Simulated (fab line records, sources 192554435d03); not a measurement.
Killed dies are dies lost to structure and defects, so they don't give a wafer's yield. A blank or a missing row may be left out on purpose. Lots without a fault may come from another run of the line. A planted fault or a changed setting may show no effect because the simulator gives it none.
Problem report in the 8D (eight disciplines) form, filled by code | flow n5_finfet | the parts of the form that need people (team, actions taken, sign-off) are left out

1. THE PROBLEM
h2_flow_sccm at N5_BEOL_M12_ETCH_59 reads a mean of 179.3 sccm on 1 wafer of 1 lot; wafers without a fault read 200.1 sccm with a standard deviation of 0.59. That is -35 standard deviations from the usual mean.
The step: etches BARC in N2/H2, target depth 89 nm, overetch 26.7 nm, time 67.9 s.
First seen on wafer L234.4, day 14 10:14, on rie_diel-05. The record holds 30 wafers of 10 lots with a number at this step. Rule for "out", or "out of limits": more than 4 standard deviations from the usual mean. The other wafers with a number count as sound.

2. WHAT IT IS AND WHAT IT IS NOT
question                    | is                | is not
which readings at this step | h2_flow_sccm      | drypump_motor_current_A, n2_flow_sccm, oes_product_au, rf_vpp_V, showerhead_plenum_p_Torr
which lots                  | L234              | L221, L222, L223, L224, L225, L228, L238, L239, L241
which wafers of those lots  | L234.4            | L234.1, L234.5
read on which tools         | rie_diel-05       | rie_diel-02, rie_diel-06
when                        | from day 14 10:14 | up to then (20 sound wafers); but 9 sound wafers of L238, L239, L241 came after

3. SUSPECTS, AND WHAT RULES EACH OUT
Counting: a tool at a process step up to the reading stays a suspect if it ran every lot that is out. Sound lots after the first of them don't rule it out here, since some wafers of a struck lot are sound.
- pecvd-03 at N5_BEOL_M10_DEP_56 (deposits SiCN from 3MS/NH3, target thk 15 nm, time 26.5 s): kept. It ran the lot that is out, L234 (day 14 00:43); its last sound lot up to then is L222 (day 9 23:16).
- rie_diel-05 at N5_BEOL_M12_ETCH_59 (etches BARC in N2/H2, target depth 89 nm, overetch 26.7 nm, time 67.9 s): kept. It ran the lot that is out, L234 (day 14 10:14); its last sound lot up to then is L223 (day 11 02:26). Its own readings are out on those wafers: h2_flow_sccm.
- Within rie_diel-05 at N5_BEOL_M12_ETCH_59: the wafers that are out ran in chamber 3; their sound lot-mates ran in chambers 1, 2.
Left after counting: pecvd-03 at N5_BEOL_M10_DEP_56, rie_diel-05 at N5_BEOL_M12_ETCH_59.

4. THE CAUSE (what the simulator had put in)
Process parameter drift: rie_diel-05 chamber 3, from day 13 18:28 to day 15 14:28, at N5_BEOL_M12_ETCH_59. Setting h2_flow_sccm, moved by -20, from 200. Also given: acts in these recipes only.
Counting left 2 suspects, and this tool is among them.

5. THE CHAIN OF EFFECTS, in route order
Each row: a reading whose mean over the struck wafers that have a number lies more than 3 standard deviations from the usual. Only readings for which the record gives a usual standard deviation are gone through. hours: the time from each lot's start at the first step in this table that gives one to its start at this step, as a median over the lots. sigmas: the change in usual standard deviations.
hours | step                | reading      | usual      | on struck wafers | change | sigmas
0     | N5_BEOL_M12_ETCH_59 | h2_flow_sccm | 200.1 sccm | 179.3            | -20.8  | -35
The process steps in it:
- N5_BEOL_M12_ETCH_59: etches BARC in N2/H2, target depth 89 nm, overetch 26.7 nm, time 67.9 s.
Later measuring or inspecting steps at which every struck wafer that the step has a row for has a number for every such reading, and none has moved that far: N5_BEOL_M12_OVL_MEAS_29.

6. WHAT WOULD HAVE CAUGHT IT SOONER
In this record the first reading out of limits was taken at day 14 10:14, 16 hours after the fault began at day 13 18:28.
